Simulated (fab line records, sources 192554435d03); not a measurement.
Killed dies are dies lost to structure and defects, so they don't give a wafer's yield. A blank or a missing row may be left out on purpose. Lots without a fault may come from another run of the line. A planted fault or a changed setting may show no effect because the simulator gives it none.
Split-lot experiment | flow n5_finfet | 7 lots, 21 wafers read, on a route of 1938 steps

THE SPLIT
At N5_PASSIVATION_EXPOSE_27 (exposes mask PAD, defocus 0 nm), the setting dose_mj was moved away from the recipe's 32.3 on 4 of the 21 wafers read, by +3.8% to +7.3%. The other wafers ran this setting at the recipe's value.

FROM THE SPLIT TO THE READING: what the file shows between them, 3 steps
- N5_PASSIVATION_PEB_28
- N5_PASSIVATION_DEVELOP_29: develop time 60 s
- N5_PASSIVATION_HARDBAKE_31: time 120 s

THE READING
cd_nm, in nm, at N5_PASSIVATION_CD_MEAS_30 (target cd 4000 nm). Fault-free wafers of this fab line usually give 4000.4 nm, standard deviation 2.1 nm.

wafer  | tool, chamber at the split | dose_mj as run | against the recipe | cd_nm, nm | against lot-mates on the recipe
L074.1 | krf_scanner-01, 0          | 32.3           | recipe             | 4004.9    | -
L074.3 | krf_scanner-01, 0          | 33.52          | +3.8%              | 4007.9    | +3.0
L074.5 | krf_scanner-01, 0          | 33.52          | +3.8%              | 4009.0    | +4.1
L083.2 | krf_scanner-02, 0          | 32.3           | recipe             | 3997.0    | -
L083.4 | krf_scanner-02, 0          | 32.3           | recipe             | 3998.4    | -
L083.5 | krf_scanner-02, 0          | 32.3           | recipe             | 3999.4    | -
L086.4 | krf_scanner-02, 0          | 32.3           | recipe             | 4003.3    | -
L086.5 | krf_scanner-02, 0          | 32.3           | recipe             | 4002.5    | -
L086.6 | krf_scanner-02, 0          | 32.3           | recipe             | 4000.7    | -
L087.2 | krf_scanner-02, 0          | 32.3           | recipe             | 4002.4    | -
L087.3 | krf_scanner-02, 0          | 32.3           | recipe             | 3999.8    | -
L087.5 | krf_scanner-02, 0          | 33.73          | +4.4%              | 4006.0    | +4.9
L091.1 | krf_scanner-02, 0          | 32.3           | recipe             | 4004.7    | -
L091.3 | krf_scanner-02, 0          | 34.65          | +7.3%              | 4014.5    | +10.7
L091.4 | krf_scanner-02, 0          | 32.3           | recipe             | 4003.0    | -
L093.2 | krf_scanner-01, 0          | 32.3           | recipe             | 3998.7    | -
L093.5 | krf_scanner-01, 0          | 32.3           | recipe             | 4001.4    | -
L093.6 | krf_scanner-01, 0          | 32.3           | recipe             | 4001.7    | -
L097.1 | krf_scanner-01, 0          | 32.3           | recipe             | 3998.6    | -
L097.2 | krf_scanner-01, 0          | 32.3           | recipe             | 4000.8    | -
L097.6 | krf_scanner-01, 0          | 32.3           | recipe             | 3999.0    | -

THE FIT
A straight line over all 21 wafers: cd_nm changes by +1.76 nm for each +1% of dose_mj; r = +0.85; the points scatter about the line by 2.2 nm.
The same after taking each lot's own level away (the mean of its wafers on the recipe; 21 wafers): +1.26 nm for each +1%; r = +0.92; scatter 1.2 nm.
On that fit, the largest move of dose_mj shifts the reading by 9.2 nm.
The lots' own levels span 3998.27 to 4004.90 nm, that is 3.2 times the standard deviation above.
So the lot-to-lot level changes the slope: the two fits differ.
Check: with one of the wafers moved furthest among these (+7.3%) left out of the fit, the line predicts +7.34 nm for it against its lot-mates. It came out at +10.7 nm against them.

OTHER SPLITS ON THESE WAFERS
These wafers also went through other splits before the reading. Each is held against what the fit with the lots' levels taken away leaves over:
other split on the same wafers | wafers away from the commonest value | r with cd_nm (lot level and that fit taken away)
N5_BEOL_M14_EXPOSE_25 dose_mj  | 9                                    | +0.15
N5_BEOL_M15_COAT_22 spin_rpm   | 9                                    | +0.18

THE FILE'S OWN FIT
cd_nm changes by +1.29 nm for each +1% of dose_mj, r = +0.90.
